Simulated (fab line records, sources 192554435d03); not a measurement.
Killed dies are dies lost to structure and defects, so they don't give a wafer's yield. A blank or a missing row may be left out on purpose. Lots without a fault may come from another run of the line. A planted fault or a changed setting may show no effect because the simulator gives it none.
Chamber matching | flow n5_finfet | N5_DUMMY_GATE_ALD_02 on ald_sin-04: 4 sister chambers
The step deposits SiO2, target thk 2 nm, pulse time 1 s. 16 wafers are shown with their chamber, then 8 later ones without.

WAFERS WITH THEIR CHAMBER
wafer  | chamber | heater_power_w (W) | precursor_pulse_height_rel | susceptor_temp_C (C)
L075.2 | 3       | 378                | 1.015                      | 299.94
L075.5 | 1       | 470                | 1.036                      | 300.04
L075.6 | 2       | 449                | 1.010                      | 299.91
L077.1 | 1       | 479                | 1.025                      | 299.92
L077.3 | 3       | 376                | 0.996                      | 300.38
L077.6 | 1       | 472                | 0.978                      | 299.96
L079.1 | 3       | 378                | 0.997                      | 299.93
L079.3 | 2       | 428                | 0.989                      | 300.05
L079.4 | 0       | 375                | 1.040                      | 299.85
L082.2 | 1       | 466                | 0.996                      | 299.97
L082.3 | 0       | 401                | 0.982                      | 300.32
L082.6 | 3       | 380                | 0.989                      | 299.95
L090.1 | 1       | 474                | 1.015                      | 299.75
L090.2 | 0       | 381                | 1.030                      | 299.75
L090.6 | 3       | 367                | 0.976                      | 299.85
L093.1 | 1       | 464                | 1.012                      | 299.81

SIGNATURES (means of the wafers above)
reading                    | chamber 0 | chamber 1 | chamber 2 | chamber 3 | scatter within a chamber
heater_power_w             | 385.67    | 470.83    | 438.50    | 375.80    | 8.39
precursor_pulse_height_rel | 1.01733   | 1.01033   | 0.99950   | 0.99460   | 0.0206
susceptor_temp_C           | 299.9733  | 299.9083  | 299.9800  | 300.0100  | 0.19
Rule: a wafer's distance from a chamber is the root of the sum, over the readings, of the square of ((its reading less the chamber's mean) divided by the reading's scatter). The wafer belongs to the nearest chamber; if the next one is less than 2 further off, it can't be placed. The scatter: the root of (the sum of the squares of (reading less its chamber's mean) over the shown wafers, divided by (wafers less chambers)).

WAFERS WITHOUT THEIR CHAMBER
wafer  | heater_power_w (W) | precursor_pulse_height_rel | susceptor_temp_C (C)
L093.5 | 470                | 1.004                      | 299.74
L093.6 | 432                | 0.990                      | 299.54
L094.2 | 482                | 0.979                      | 299.81
L094.3 | 382                | 0.997                      | 300.02
L094.5 | 382                | 0.984                      | 300.08
L096.1 | 473                | 0.980                      | 299.89
L096.3 | 385                | 0.983                      | 300.10
L096.5 | 376                | 0.994                      | 300.03

WHICH CHAMBER EACH WENT THROUGH
wafer  | from the rows above     | in truth
L093.5 | 1                       | 1
L093.6 | 2                       | 2
L094.2 | 1                       | 1
L094.3 | can't be placed: 3 or 0 | 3
L094.5 | can't be placed: 3 or 0 | 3
L096.1 | 1                       | 1
L096.3 | can't be placed: 3 or 0 | 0
L096.5 | can't be placed: 3 or 0 | 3
Placed correctly: 4 of 8. Can't be placed from these rows: 4 (the true chamber is among the candidates in 4). Placed wrongly: 0.
